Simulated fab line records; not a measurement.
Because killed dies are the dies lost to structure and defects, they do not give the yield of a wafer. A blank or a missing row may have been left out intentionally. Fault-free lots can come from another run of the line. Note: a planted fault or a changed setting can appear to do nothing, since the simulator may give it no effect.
Which of the tools did it? | flow n5-finfet | 10 lots with 30 wafers sampled at 2 steps, on a route of 1938 steps

WHAT THE GAUGES READ, wafer by wafer
N5_ILD0_THK_MEAS_13.
lot  | measured    | on            | thk-nm (nm)
L515 | day 3 17:38 | film-metro-02 | 19.0 18.1 18.9
L524 | day 6 00:50 | film-metro-01 | 17.4 17.0 17.9
L526 | day 6 12:38 | film-metro-02 | 18.1 17.8 18.2
L527 | day 6 17:20 | film-metro-01 | 18.1 18.7 17.0
L529 | day 7 05:26 | film-metro-02 | 17.9 17.6 17.5
L531 | day 7 16:42 | film-metro-01 | 17.8 18.1 16.1
L532 | day 8 02:46 | film-metro-02 | 18.9 19.5 19.2
L533 | day 8 04:08 | film-metro-02 | 19.5 19.9 19.4
L535 | day 8 22:02 | film-metro-02 | 20.2 18.9 18.2
L538 | day 9 09:16 | film-metro-01 | 18.2 16.5 17.2

WHAT TOOL EACH LOT RAN ON (gives the tool, then ch and the chambers of the sampled wafers, and finally the start)
lot  | N5_ILD0_ALD_15
L515 | ald-sin-03 ch 0,1,2, day 3 14:57
L524 | ald-sin-04 ch 1,2,3, day 5 22:20
L526 | ald-sin-02 ch 0,1,3, day 6 10:09
L527 | ald-sin-02 ch 0,1, day 6 14:50
L529 | ald-sin-03 ch 0,2,3, day 7 02:56
L531 | ald-sin-04 ch 1,2, day 7 14:13
L532 | ald-sin-02 ch 0,2,3, day 8 00:07
L533 | ald-sin-04 ch 2,3, day 8 01:39
L535 | ald-sin-03 ch 0,2,3, day 8 19:32
L538 | ald-sin-03 ch 0,1,2, day 9 06:46
- N5_ILD0_ALD_15: deposits SiNx, target thk 24 nm, pulse time 1 s, ald cycles 480.

THE ANSWER, worked out from the rows above alone
Rule: the lots themselves supply what counts as usual. Put in order of their means at a reading, lots are off if they are a third of the lots or fewer, leave a main group of 4 or more, and stand apart from it by a gap of 3 or more times the standard deviation of the main group's means; of several such gaps the widest counts. If all means in a main group match to the digits the tables above print for the reading, that group is not used. A lot without any number at a reading at which 4 lots or more have one is off too. Where the step has rows for the other lots, those lots are counted as sound.
No lot is off on any of the readings shown, so nothing can be concluded from this.

WHAT THE SIMULATOR HAD PUT IN
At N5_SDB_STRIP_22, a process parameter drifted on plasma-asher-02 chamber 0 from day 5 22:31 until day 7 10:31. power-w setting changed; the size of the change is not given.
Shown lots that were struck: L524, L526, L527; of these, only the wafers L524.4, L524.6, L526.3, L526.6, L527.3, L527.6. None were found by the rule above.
